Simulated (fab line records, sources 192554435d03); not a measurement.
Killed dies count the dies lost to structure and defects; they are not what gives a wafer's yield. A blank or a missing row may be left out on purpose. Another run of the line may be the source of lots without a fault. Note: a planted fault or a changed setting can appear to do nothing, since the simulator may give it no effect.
What tool caused it? + flow n5Finfet + Sampling: 10 lots, 30 wafers, 5 of 1938 route steps

== WHAT THE GAUGES SHOWED, per wafer ==
N5_BEOL_M10_INSPECT_58: inspects for defects (darkfield).
| lot  | measured     | on               | rawDefectCount |
|------|--------------|------------------|----------------|
| L526 | day 10 11:37 | defectInspect-01 | 61 74 66       |
| L527 | day 11 04:10 | defectInspect-01 | 70 46 64       |
| L531 | day 11 18:11 | defectInspect-02 | 54 61 60       |
| L530 | day 11 23:40 | defectInspect-01 | 80 90 57       |
| L537 | day 13 20:21 | defectInspect-02 | 46 43 81       |
| L540 | day 14 17:42 | defectInspect-02 | 81 53 83       |
| L543 | day 15 00:56 | defectInspect-02 | 83 42 53       |
| L544 | day 15 07:43 | defectInspect-02 | 39 37 43       |
| L545 | day 16 00:08 | defectInspect-02 | 106 85 115     |
| L547 | day 16 13:06 | defectInspect-02 | 44 57 87       |

== WHAT TOOL EACH LOT RAN ON (gives the tool, then ch and the chambers of the sampled wafers, and finally the start) ==
| lot  | N5_BEOL_M10_ALD_74                 | N5_BEOL_M10_SURFACE_TREAT_76 | N5_BEOL_M10_SPUTTER_48      | N5_BEOL_M10_CMP_52            |
|------|------------------------------------|------------------------------|-----------------------------|-------------------------------|
| L526 | aldMetal-02 ch 0,1, day 10 10:05   | pvdSputter-02, day 10 10:24  | pvdSputter-01, day 10 10:35 | cmp-02 ch 0,1,2, day 10 11:11 |
| L527 | aldMetal-02 ch 0,1,2, day 11 02:22 | pvdSputter-03, day 11 02:40  | pvdSputter-01, day 11 02:50 | cmp-02 ch 1,2,3, day 11 03:47 |
| L531 | aldMetal-02 ch 0,1,2, day 11 16:32 | pvdSputter-03, day 11 16:52  | pvdSputter-03, day 11 17:09 | cmp-02 ch 0,1,2, day 11 17:43 |
| L530 | aldMetal-01 ch 0,1,3, day 11 21:59 | pvdSputter-03, day 11 22:23  | pvdSputter-03, day 11 22:37 | cmp-03 ch 1,2, day 11 23:12   |
| L537 | aldMetal-04 ch 0,2, day 13 18:22   | pvdSputter-03, day 13 18:41  | pvdSputter-03, day 13 19:11 | cmp-03 ch 0,1,3, day 13 19:54 |
| L540 | aldMetal-02 ch 0,1, day 14 15:53   | pvdSputter-03, day 14 16:14  | pvdSputter-03, day 14 16:33 | cmp-01 ch 0,2,3, day 14 17:17 |
| L543 | aldMetal-02 ch 0,2,3, day 14 22:00 | pvdSputter-02, day 14 22:17  | pvdSputter-03, day 14 23:55 | cmp-03 ch 0,2,3, day 15 00:31 |
| L544 | aldMetal-04 ch 1,3, day 15 06:12   | pvdSputter-03, day 15 06:29  | pvdSputter-03, day 15 06:41 | cmp-02 ch 1,2, day 15 07:13   |
| L545 | aldMetal-02 ch 1,2,3, day 15 19:40 | pvdSputter-02, day 15 21:17  | pvdSputter-02, day 15 23:10 | cmp-03 ch 0,1, day 15 23:41   |
| L547 | aldMetal-02 ch 0,2, day 16 11:13   | pvdSputter-03, day 16 11:31  | pvdSputter-03, day 16 12:07 | cmp-03 ch 2,3, day 16 12:39   |
- N5_BEOL_M10_ALD_74: deposits TaN, target thk 2 nm, pulse time 2 s, purge time 3 s.
- N5_BEOL_M10_SURFACE_TREAT_76
- N5_BEOL_M10_SPUTTER_48: material Cu, target thk 12 nm, time 2 s.
- N5_BEOL_M10_CMP_52: polishes, stops on SiCOH lowk, t overpolish 7 s, target thk 140 nm.

== THE ANSWER, worked out from the rows above alone ==
Rule: what is usual is taken from the lots themselves. Put in order of their means at a reading, lots are off if they are a third of the lots or fewer, leave a main group of 4 or more, and stand apart from it by a gap of 3 or more times the standard deviation of the main group's means; of several such gaps the widest counts. Not used: any main group whose means are identical at the precision the tables above print for the reading. Also off: a lot with no number at a reading for which 4 or more lots have one. Where the step has rows for the other lots, those lots are counted as sound.
Nothing can be told from this: no lot is off at any reading shown.

== WHAT THE SIMULATOR HAD PUT IN ==
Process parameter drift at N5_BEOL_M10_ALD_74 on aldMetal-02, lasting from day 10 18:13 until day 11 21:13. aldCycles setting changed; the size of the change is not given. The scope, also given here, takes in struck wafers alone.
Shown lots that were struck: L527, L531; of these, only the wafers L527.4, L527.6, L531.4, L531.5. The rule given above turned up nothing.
